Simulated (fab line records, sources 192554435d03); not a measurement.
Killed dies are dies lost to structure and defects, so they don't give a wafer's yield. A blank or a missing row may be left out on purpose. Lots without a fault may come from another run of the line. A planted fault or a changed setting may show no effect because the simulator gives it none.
Which tool did it? | flow n5_finfet | 14 lots, 41 wafers sampled, at 4 steps of a route of 1938

WHAT THE GAUGES READ, wafer by wafer
The record holds no reading of a measuring or inspecting step that can be judged against a usual standard deviation.

WHICH TOOL RAN EACH LOT (tool, then ch and the chambers of the sampled wafers, then the start)
lot  | N5_DUMMY_REMOVAL_HM_STRIP_01      | N5_HKMG_FIN_ALD_74              | N5_HKMG_FIN_DEVELOP_11           | N5_HKMG_FIN_STRIP_19
L459 | rie_diel-02 ch 0,3, day 4 02:08   | ald_hk-01 ch 0,2, day 4 03:16   | litho_track-02 ch 0, day 4 07:02 | plasma_asher-01 ch 0, day 4 07:47
L460 | rie_diel-06 ch 0,1,3, day 4 09:14 | ald_hk-02 ch 0,1,3, day 4 10:11 | litho_track-01 ch 0, day 4 14:06 | plasma_asher-02 ch 0,1, day 4 14:51
L461 | rie_diel-05 ch 1,2,3, day 4 14:15 | ald_hk-03 ch 2,3, day 4 15:16   | litho_track-03 ch 0, day 4 19:00 | plasma_asher-01 ch 0,1, day 4 19:56
L462 | rie_diel-06 ch 1,3, day 4 23:06   | ald_hk-01 ch 0,1,3, day 5 00:04 | litho_track-01 ch 0, day 5 03:55 | plasma_asher-01 ch 0,1, day 5 04:39
L463 | rie_diel-05 ch 1,2,3, day 5 05:53 | ald_hk-02 ch 1,2,3, day 5 06:50 | litho_track-01 ch 0, day 5 11:10 | plasma_asher-02 ch 0,1, day 5 12:01
L464 | rie_diel-02 ch 0,1, day 5 11:00   | ald_hk-03 ch 0,2, day 5 11:58   | litho_track-02 ch 0, day 5 15:55 | plasma_asher-01 ch 0,1, day 5 16:40
L470 | rie_diel-06 ch 0,1,2, day 6 22:02 | ald_hk-03 ch 0,1,3, day 6 23:00 | litho_track-02 ch 0, day 7 03:11 | plasma_asher-02 ch 0,1, day 7 03:58
L474 | rie_diel-05 ch 0,1, day 7 22:58   | ald_hk-01 ch 0,2,3, day 7 23:56 | litho_track-02 ch 0, day 8 03:41 | plasma_asher-02 ch 0,1, day 8 04:59
L475 | rie_diel-05 ch 0,1,2, day 8 03:41 | ald_hk-02 ch 0,2, day 8 04:40   | litho_track-02, day 8 08:37      | plasma_asher-02 ch 0,1, day 8 09:28
L476 | rie_diel-06 ch 0,2, day 8 11:00   | ald_hk-03 ch 0,1,3, day 8 12:04 | litho_track-02, day 8 15:56      | plasma_asher-02 ch 1, day 8 16:41
L477 | rie_diel-05 ch 0,1,3, day 8 15:10 | ald_hk-03 ch 0,1,3, day 8 16:07 | litho_track-01 ch 0, day 8 20:17 | plasma_asher-02 ch 0,1, day 8 21:02
L479 | rie_diel-02 ch 0,3, day 9 06:09   | ald_hk-01 ch 0,2,3, day 9 07:07 | litho_track-03 ch 0, day 9 10:59 | plasma_asher-02 ch 0,1, day 9 11:46
L480 | rie_diel-06 ch 0,1,3, day 9 09:36 | ald_hk-01 ch 0,1,3, day 9 10:44 | litho_track-02 ch 0, day 9 14:39 | plasma_asher-02 ch 0,1, day 9 15:23
L481 | rie_diel-02 ch 1,2, day 9 17:27   | ald_hk-02 ch 1,2,3, day 9 18:25 | litho_track-02 ch 0, day 9 22:09 | plasma_asher-02 ch 0,1, day 9 23:05
- N5_DUMMY_REMOVAL_HM_STRIP_01: strips SiNx in CH3F/O2, stops on poly-Si, target depth 4 nm, time 6.8 s.
- N5_HKMG_FIN_ALD_74: deposits La2O3, target thk 0.5 nm, pulse time 6 s, co reactant pulse time 1 s.
- N5_HKMG_FIN_DEVELOP_11: develop time 30 s.
- N5_HKMG_FIN_STRIP_19: strips in N2/H2, time 360 s.

WHAT THE TOOLS THEMSELVES READ (means of the sampled wafers that have a number; where no wafer has one, the mark that the record gives instead)
N5_DUMMY_REMOVAL_HM_STRIP_01. Usual: drypump_motor_current_A 5.6 A, standard deviation 0.44; oes_product_au 0.62 a.u., standard deviation 0.047; rf_vpp_V 127.5 V, standard deviation 1; showerhead_plenum_p_Torr 2.01 Torr, standard deviation 0.08; throttle_valve_pct 16.38 %, standard deviation 0.22.
lot  | tool        | drypump_motor_current_A (A) | oes_product_au (a.u.) | rf_vpp_V (V) | showerhead_plenum_p_Torr (Torr) | throttle_valve_pct (%) | flag
L459 | rie_diel-02 | 5.2                         | 0.64                  | 126.5        | 1.92                            | 16.55                  |
L460 | rie_diel-06 | 5.8                         | 0.64                  | 127.5        | 2.06                            | 16.33                  |
L461 | rie_diel-05 | 5.8                         | 0.63                  | 127.7        | 2.04                            | 16.31                  |
L462 | rie_diel-06 | 5.9                         | 0.61                  | 128.1        | 2.07                            | 16.41                  |
L463 | rie_diel-05 | 5.8                         | 0.62                  | 128.8        | 2.04                            | 16.31                  |
L464 | rie_diel-02 | 5.3                         | 0.62                  | 126.7        | 1.96                            | 16.53                  |
L470 | rie_diel-06 | 5.7                         | 0.65                  | 127.2        | 2.03                            | 16.24                  |
L474 | rie_diel-05 | 5.4                         | 0.60                  | 127.1        | 2.02                            | 16.51                  |
L475 | rie_diel-05 | 5.5                         | 0.61                  | 127.4        | 2.03                            | 16.39                  |
L476 | rie_diel-06 | 5.7                         | 0.62                  | 127.9        | 2.00                            | 16.45                  |
L477 | rie_diel-05 | 5.4                         | 0.59                  | 127.1        | 1.96                            | 16.41                  |
L479 | rie_diel-02 | 5.4                         | 0.64                  | 126.7        | 1.91                            | 16.57                  |
L480 | rie_diel-06 | 5.8                         | 0.68                  | 127.8        | 2.04                            | 16.23                  |
L481 | rie_diel-02 | 5.9                         | 0.64                  | 128.4        | 2.08                            | 16.24                  |

N5_HKMG_FIN_ALD_74. Usual: heater_power_w 342 W, standard deviation 39; precursor_pulse_height_rel 1.000, standard deviation 0.019.
lot  | tool      | heater_power_w (W) | precursor_pulse_height_rel | flag
L459 | ald_hk-01 | 349                | 0.996                      |
L460 | ald_hk-02 | 325                | 1.009                      |
L461 | ald_hk-03 | 318                | 1.013                      |
L462 | ald_hk-01 | 357                | 1.000                      |
L463 | ald_hk-02 | 323                | 0.983                      |
L464 | ald_hk-03 | 390                | 1.019                      |
L470 | ald_hk-03 | 369                | 1.011                      |
L474 | ald_hk-01 | 349                | 1.001                      |
L475 | ald_hk-02 | 288                | 0.989                      |
L476 | ald_hk-03 | 370                | 0.982                      |
L477 | ald_hk-03 | 365                | 1.010                      |
L479 | ald_hk-01 | 346                | 0.998                      |
L480 | ald_hk-01 | 359                | 1.002                      |
L481 | ald_hk-02 | 320                | 1.013                      |

N5_HKMG_FIN_DEVELOP_11. Usual: chill_plate_temp_C 22.99 C, standard deviation 0.1.
lot  | tool           | chill_plate_temp_C (C) | flag
L459 | litho_track-02 | 23.02                  |
L460 | litho_track-01 | 22.99                  |
L461 | litho_track-03 | 22.95                  |
L462 | litho_track-01 | 22.94                  |
L463 | litho_track-01 | 23.06                  |
L464 | litho_track-02 | 23.13                  |
L470 | litho_track-02 | 22.94                  |
L474 | litho_track-02 | 22.90                  |
L475 | litho_track-02 | -                      | OFF
L476 | litho_track-02 | -                      | OFF
L477 | litho_track-01 | 22.92                  |
L479 | litho_track-03 | 22.95                  |
L480 | litho_track-02 | 23.00                  |
L481 | litho_track-02 | 22.98                  |

N5_HKMG_FIN_STRIP_19. Usual: drypump_motor_current_A 6.2 A, standard deviation 0.32; heater_power_w 420 W, standard deviation 21; n2_flow_sccm 1749 sccm, standard deviation 5.9.
lot  | tool            | drypump_motor_current_A (A) | heater_power_w (W) | n2_flow_sccm (sccm) | flag
L459 | plasma_asher-01 | 6.6                         | 426                | 1755                |
L460 | plasma_asher-02 | 6.2                         | 409                | 1743                |
L461 | plasma_asher-01 | 6.3                         | 435                | 1739                |
L462 | plasma_asher-01 | 6.1                         | 444                | 1748                |
L463 | plasma_asher-02 | 6.0                         | 403                | 1750                |
L464 | plasma_asher-01 | 6.3                         | 432                | 1740                |
L470 | plasma_asher-02 | 6.2                         | 413                | 1749                |
L474 | plasma_asher-02 | 6.1                         | 398                | 1749                |
L475 | plasma_asher-02 | 6.0                         | 408                | 1754                |
L476 | plasma_asher-02 | 6.4                         | 409                | 1740                |
L477 | plasma_asher-02 | 6.1                         | 405                | 1745                |
L479 | plasma_asher-02 | 6.0                         | 406                | 1747                |
L480 | plasma_asher-02 | 6.2                         | 407                | 1746                |
L481 | plasma_asher-02 | 6.2                         | 408                | 1749                |

THE ANSWER, worked out from the rows above alone
Rule: a lot is off if the mean of its wafers that have a number lies more than 3 standard deviations from the usual mean. A lot without any number at a reading at which 4 lots or more have one is off too. The other lots that the step has rows for count as sound. The gauges are gone through in route order, then the tools' own readings, and for those a lot's mean is taken as printed above. The first step at which some lot is off is used, and at that step the reading that is off furthest; a lot without a number counts as furthest.
Off: L475, L476, at N5_HKMG_FIN_DEVELOP_11 (chill_plate_temp_C). Without a number there: L475, L476.
A tool fits if, at that step or a process step before it, it ran every lot that is off, and no sound lot after the first of them. None of those tried fits.

WHAT THE SIMULATOR HAD PUT IN
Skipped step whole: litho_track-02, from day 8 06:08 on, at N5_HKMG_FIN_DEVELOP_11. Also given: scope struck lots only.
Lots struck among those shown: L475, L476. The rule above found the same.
